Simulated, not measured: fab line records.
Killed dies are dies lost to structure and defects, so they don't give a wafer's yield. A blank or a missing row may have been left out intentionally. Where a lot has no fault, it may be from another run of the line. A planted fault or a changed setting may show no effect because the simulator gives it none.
What tool caused it? + flow n5 finfet + 24 lots, 72 wafers sampled, at 5 steps of a route of 1938

WHAT THE GAUGES READ, wafer by wafer
N5_BEOL_M3_THK_MEAS_53: measures by xrf. Usual: M3_THK typically reads 40.7 nm, with standard deviation 1.5.
| lot  | measured     | on            | M3_THK (nm)    | flag |
|------|--------------|---------------|----------------|------|
| L074 | day 7 08:14  | film metro-01 | 40.2 44.0 43.1 |      |
| L076 | day 8 01:56  | film metro-02 | 41.7 42.7 42.5 |      |
| L075 | day 8 08:35  | film metro-01 | 38.5 41.3 39.3 |      |
| L078 | day 9 01:15  | film metro-02 | 40.1 42.3 40.2 |      |
| L077 | day 9 12:55  | film metro-02 | 37.5 38.6 40.0 |      |
| L079 | day 9 22:22  | film metro-01 | 39.6 41.7 42.3 |      |
| L083 | day 10 05:29 | film metro-01 | 40.1 38.4 40.3 |      |
| L081 | day 10 06:32 | film metro-02 | 39.7 38.9 39.4 |      |
| L080 | day 10 11:17 | film metro-02 | 38.7 40.4 41.7 |      |
| L084 | day 10 17:00 | film metro-01 | 39.1 41.6 39.8 |      |
| L085 | day 10 21:08 | film metro-02 | 40.2 39.8 41.3 |      |
| L082 | day 10 23:02 | film metro-01 | 39.4 38.4 40.0 |      |
| L087 | day 10 23:37 | film metro-01 | 39.9 39.8 40.6 |      |
| L086 | day 11 04:18 | film metro-02 | 40.3 40.8 41.0 |      |
| L090 | day 11 15:13 | film metro-01 | 41.5 41.0 41.7 |      |
| L088 | day 11 17:44 | film metro-01 | 39.5 39.9 41.4 |      |
| L089 | day 12 04:26 | film metro-02 | 38.8 41.4 39.9 |      |
| L091 | day 12 11:29 | film metro-01 | 40.6 40.9 41.4 |      |
| L092 | day 12 15:13 | film metro-01 | 38.4 39.6 40.5 |      |
| L093 | day 12 22:14 | film metro-01 | 42.5 44.6 43.3 |      |
| L096 | day 13 04:18 | film metro-01 | 41.8 40.9 41.7 |      |
| L095 | day 13 05:55 | film metro-02 | 39.5 41.2 41.3 |      |
| L094 | day 13 06:16 | film metro-02 | 40.7 42.6 41.9 |      |
| L097 | day 13 19:29 | film metro-02 | 39.4 42.1 42.0 |      |

N5_BEOL_M4_CD_MEAS_11 targets a cd of 16.79 nm. Usual: 16.77 nm for cd nm, sd 0.23.
| lot  | measured     | on        | cd nm (nm)        | flag |
|------|--------------|-----------|-------------------|------|
| L074 | day 7 13:16  | cd sem-02 | 16.58 16.84 17.02 |      |
| L076 | day 8 03:20  | cd sem-02 | 16.06 16.90 16.69 |      |
| L075 | day 8 09:45  | cd sem-02 | 16.61 17.12 17.12 |      |
| L078 | day 9 02:37  | cd sem-01 | 16.34 16.61 16.59 |      |
| L077 | day 9 16:10  | cd sem-02 | 16.78 16.89 17.03 |      |
| L079 | day 9 23:23  | cd sem-02 | 15.94 16.96 16.47 |      |
| L083 | day 10 07:06 | cd sem-01 | 16.69 16.99 16.61 |      |
| L081 | day 10 09:03 | cd sem-02 | 16.77 16.31 17.08 |      |
| L080 | day 10 12:30 | cd sem-02 | 16.66 16.75 16.77 |      |
| L084 | day 10 18:35 | cd sem-02 | 16.83 16.73 16.80 |      |
| L085 | day 10 23:23 | cd sem-02 | 16.66 16.32 16.89 |      |
| L082 | day 11 00:09 | cd sem-01 | 16.85 16.80 17.15 |      |
| L087 | day 11 04:10 | cd sem-02 | 16.71 17.15 16.99 |      |
| L086 | day 11 06:08 | cd sem-02 | 16.63 16.49 16.73 |      |
| L090 | day 11 17:14 | cd sem-03 | 16.75 16.88 16.62 |      |
| L088 | day 11 20:05 | cd sem-01 | 16.98 16.84 16.94 |      |
| L089 | day 12 06:19 | cd sem-02 | 16.70 16.85 16.70 |      |
| L091 | day 12 12:49 | cd sem-01 | 16.97 17.06 16.66 |      |
| L092 | day 12 17:01 | cd sem-02 | 17.24 16.76 17.08 |      |
| L093 | day 13 01:04 | cd sem-01 | 16.78 16.66 16.88 |      |
| L096 | day 13 06:05 | cd sem-03 | 16.70 16.54 16.79 |      |
| L095 | day 13 07:54 | cd sem-03 | 16.70 16.97 17.12 |      |
| L094 | day 13 08:05 | cd sem-02 | 16.54 16.75 17.07 |      |
| L097 | day 13 20:55 | cd sem-03 | 16.82 17.06 16.86 |      |

TOOL THAT RAN EACH LOT (tool first, then ch and the chambers of the sampled wafers, then the start)
| lot  | N5_BEOL_M3_SPUTTER_86        | N5_BEOL_M3_SPUTTER_88        | N5_BEOL_M3_ANNEAL_91         |
|------|------------------------------|------------------------------|------------------------------|
| L074 | pvd sputter-02, day 7 06:20  | pvd sputter-02, day 7 06:34  | pvd sputter-02, day 7 06:52  |
| L076 | pvd sputter-02, day 8 00:02  | pvd sputter-02, day 8 00:16  | pvd sputter-02, day 8 00:34  |
| L075 | pvd sputter-02, day 8 06:42  | pvd sputter-02, day 8 06:55  | pvd sputter-02, day 8 07:13  |
| L078 | pvd sputter-01, day 8 23:22  | pvd sputter-01, day 8 23:35  | pvd sputter-01, day 8 23:53  |
| L077 | pvd sputter-02, day 9 10:39  | pvd sputter-02, day 9 10:52  | pvd sputter-02, day 9 11:10  |
| L079 | pvd sputter-02, day 9 20:26  | pvd sputter-02, day 9 20:40  | pvd sputter-02, day 9 20:58  |
| L083 | pvd sputter-02, day 10 03:23 | pvd sputter-02, day 10 03:36 | pvd sputter-02, day 10 03:54 |
| L081 | pvd sputter-03, day 10 04:37 | pvd sputter-03, day 10 04:52 | pvd sputter-03, day 10 05:10 |
| L080 | pvd sputter-03, day 10 09:11 | pvd sputter-03, day 10 09:25 | pvd sputter-03, day 10 09:43 |
| L084 | pvd sputter-01, day 10 14:58 | pvd sputter-01, day 10 15:11 | pvd sputter-01, day 10 15:29 |
| L085 | pvd sputter-03, day 10 19:15 | pvd sputter-03, day 10 19:28 | pvd sputter-03, day 10 19:46 |
| L082 | pvd sputter-03, day 10 21:08 | pvd sputter-03, day 10 21:21 | pvd sputter-03, day 10 21:39 |
| L087 | pvd sputter-01, day 10 21:43 | pvd sputter-01, day 10 21:56 | pvd sputter-01, day 10 22:14 |
| L086 | pvd sputter-03, day 11 02:25 | pvd sputter-03, day 11 02:38 | pvd sputter-03, day 11 02:56 |
| L090 | pvd sputter-01, day 11 13:20 | pvd sputter-01, day 11 13:33 | pvd sputter-01, day 11 13:51 |
| L088 | pvd sputter-01, day 11 15:20 | pvd sputter-01, day 11 15:33 | pvd sputter-01, day 11 15:51 |
| L089 | pvd sputter-02, day 12 02:32 | pvd sputter-02, day 12 02:45 | pvd sputter-02, day 12 03:03 |
| L091 | pvd sputter-03, day 12 09:35 | pvd sputter-03, day 12 09:49 | pvd sputter-03, day 12 10:07 |
| L092 | pvd sputter-02, day 12 13:19 | pvd sputter-02, day 12 13:32 | pvd sputter-02, day 12 13:50 |
| L093 | pvd sputter-02, day 12 20:21 | pvd sputter-02, day 12 20:34 | pvd sputter-02, day 12 20:52 |
| L096 | pvd sputter-03, day 13 01:46 | pvd sputter-03, day 13 01:59 | pvd sputter-03, day 13 02:17 |
| L095 | pvd sputter-01, day 13 04:01 | pvd sputter-01, day 13 04:14 | pvd sputter-01, day 13 04:32 |
| L094 | pvd sputter-03, day 13 04:22 | pvd sputter-03, day 13 04:35 | pvd sputter-03, day 13 04:53 |
| L097 | pvd sputter-02, day 13 17:35 | pvd sputter-02, day 13 17:49 | pvd sputter-02, day 13 18:07 |
- N5_BEOL_M3_SPUTTER_86: material Cu, target thk 4.5 nm, time 8.29 s.
- N5_BEOL_M3_SPUTTER_88: material Cu, target thk 4.5 nm, time 8.29 s.
- N5_BEOL_M3_ANNEAL_91: time 240 s.

WHAT THE TOOLS THEMSELVES READ (means of the sampled wafers that have a number; where no wafer has one, the mark that the record gives instead)
N5_BEOL_M3_SPUTTER_86. Usual: substrate temp c -20.01 C, standard deviation 0.11; throttle valve pct 29.4 %, standard deviation 0.77.
| lot  | tool           | substrate temp c (C) | throttle valve pct (%) | flag |
|------|----------------|----------------------|------------------------|------|
| L074 | pvd sputter-02 | -19.91               | 28.5                   |      |
| L076 | pvd sputter-02 | -19.96               | 29.7                   |      |
| L075 | pvd sputter-02 | -20.08               | 29.5                   |      |
| L078 | pvd sputter-01 | -20.03               | 30.0                   |      |
| L077 | pvd sputter-02 | -19.98               | 29.9                   |      |
| L079 | pvd sputter-02 | -20.10               | 28.4                   |      |
| L083 | pvd sputter-02 | -19.89               | 29.5                   |      |
| L081 | pvd sputter-03 | -19.98               | 29.7                   |      |
| L080 | pvd sputter-03 | -20.01               | 29.1                   |      |
| L084 | pvd sputter-01 | -19.96               | 29.9                   |      |
| L085 | pvd sputter-03 | -20.06               | 29.1                   |      |
| L082 | pvd sputter-03 | -20.12               | 29.1                   |      |
| L087 | pvd sputter-01 | -20.12               | 30.3                   |      |
| L086 | pvd sputter-03 | -20.09               | 29.4                   |      |
| L090 | pvd sputter-01 | -20.00               | 29.9                   |      |
| L088 | pvd sputter-01 | -19.91               | 29.5                   |      |
| L089 | pvd sputter-02 | -19.95               | 29.8                   |      |
| L091 | pvd sputter-03 | -19.84               | 29.2                   |      |
| L092 | pvd sputter-02 | -20.05               | 28.4                   |      |
| L093 | pvd sputter-02 | -20.01               | 28.9                   |      |
| L096 | pvd sputter-03 | -20.03               | 28.9                   |      |
| L095 | pvd sputter-01 | -20.00               | 30.2                   |      |
| L094 | pvd sputter-03 | -19.92               | 29.2                   |      |
| L097 | pvd sputter-02 | -19.96               | 29.2                   |      |

N5_BEOL_M3_SPUTTER_88. Usual: substrate temp c -20.00 C, standard deviation 0.091; throttle valve pct 29.5 %, standard deviation 0.76.
| lot  | tool           | substrate temp c (C) | throttle valve pct (%) | flag |
|------|----------------|----------------------|------------------------|------|
| L074 | pvd sputter-02 | -19.93               | 28.7                   |      |
| L076 | pvd sputter-02 | -19.99               | 29.8                   |      |
| L075 | pvd sputter-02 | -19.98               | 29.3                   |      |
| L078 | pvd sputter-01 | -20.14               | 29.9                   |      |
| L077 | pvd sputter-02 | -20.00               | 30.0                   |      |
| L079 | pvd sputter-02 | -20.01               | 28.5                   |      |
| L083 | pvd sputter-02 | -19.91               | 29.5                   |      |
| L081 | pvd sputter-03 | -19.93               | 29.5                   |      |
| L080 | pvd sputter-03 | -19.98               | 28.9                   |      |
| L084 | pvd sputter-01 | -20.00               | 29.9                   |      |
| L085 | pvd sputter-03 | -20.01               | 29.1                   |      |
| L082 | pvd sputter-03 | -20.11               | 29.0                   |      |
| L087 | pvd sputter-01 | -20.14               | 30.4                   |      |
| L086 | pvd sputter-03 | -19.97               | 29.5                   |      |
| L090 | pvd sputter-01 | -20.07               | 30.0                   |      |
| L088 | pvd sputter-01 | -19.91               | 29.7                   |      |
| L089 | pvd sputter-02 | -20.08               | 29.8                   |      |
| L091 | pvd sputter-03 | -19.97               | 29.5                   |      |
| L092 | pvd sputter-02 | -20.08               | 28.4                   |      |
| L093 | pvd sputter-02 | -19.95               | 29.0                   |      |
| L096 | pvd sputter-03 | -20.05               | 28.9                   |      |
| L095 | pvd sputter-01 | -19.93               | 30.0                   |      |
| L094 | pvd sputter-03 | -20.00               | 29.1                   |      |
| L097 | pvd sputter-02 | -19.90               | 29.1                   |      |

N5_BEOL_M3_ANNEAL_91. Usual: 787 W for heater power w, sd 67.
| lot  | tool           | heater power w (W) | flag |
|------|----------------|--------------------|------|
| L074 | pvd sputter-02 | 832                |      |
| L076 | pvd sputter-02 | 777                |      |
| L075 | pvd sputter-02 | 810                |      |
| L078 | pvd sputter-01 | 658                |      |
| L077 | pvd sputter-02 | 785                |      |
| L079 | pvd sputter-02 | 821                |      |
| L083 | pvd sputter-02 | 858                |      |
| L081 | pvd sputter-03 | 756                |      |
| L080 | pvd sputter-03 | 796                |      |
| L084 | pvd sputter-01 | 765                |      |
| L085 | pvd sputter-03 | 798                |      |
| L082 | pvd sputter-03 | 837                |      |
| L087 | pvd sputter-01 | 749                |      |
| L086 | pvd sputter-03 | 773                |      |
| L090 | pvd sputter-01 | 676                |      |
| L088 | pvd sputter-01 | 752                |      |
| L089 | pvd sputter-02 | 828                |      |
| L091 | pvd sputter-03 | 779                |      |
| L092 | pvd sputter-02 | 861                |      |
| L093 | pvd sputter-02 | 850                |      |
| L096 | pvd sputter-03 | 837                |      |
| L095 | pvd sputter-01 | 705                |      |
| L094 | pvd sputter-03 | 809                |      |
| L097 | pvd sputter-02 | 810                |      |

THE ANSWER, worked out from the rows above alone
Rule: take the mean of a lot's wafers that have a number; if it is more than 3 standard deviations from the usual mean, the lot is off. A lot without any number at a reading at which 4 lots or more have one is off too. Where the step has rows for the other lots, those lots are counted as sound. First the gauges in route order, then the tools' own readings, where a lot's mean is used as printed above. At the first step where some lot is off, the reading lying furthest off is the one used; lots without a number count as furthest.
No lot is off on any of the readings shown, so nothing can be concluded from this.

WHAT THE SIMULATOR PUT IN
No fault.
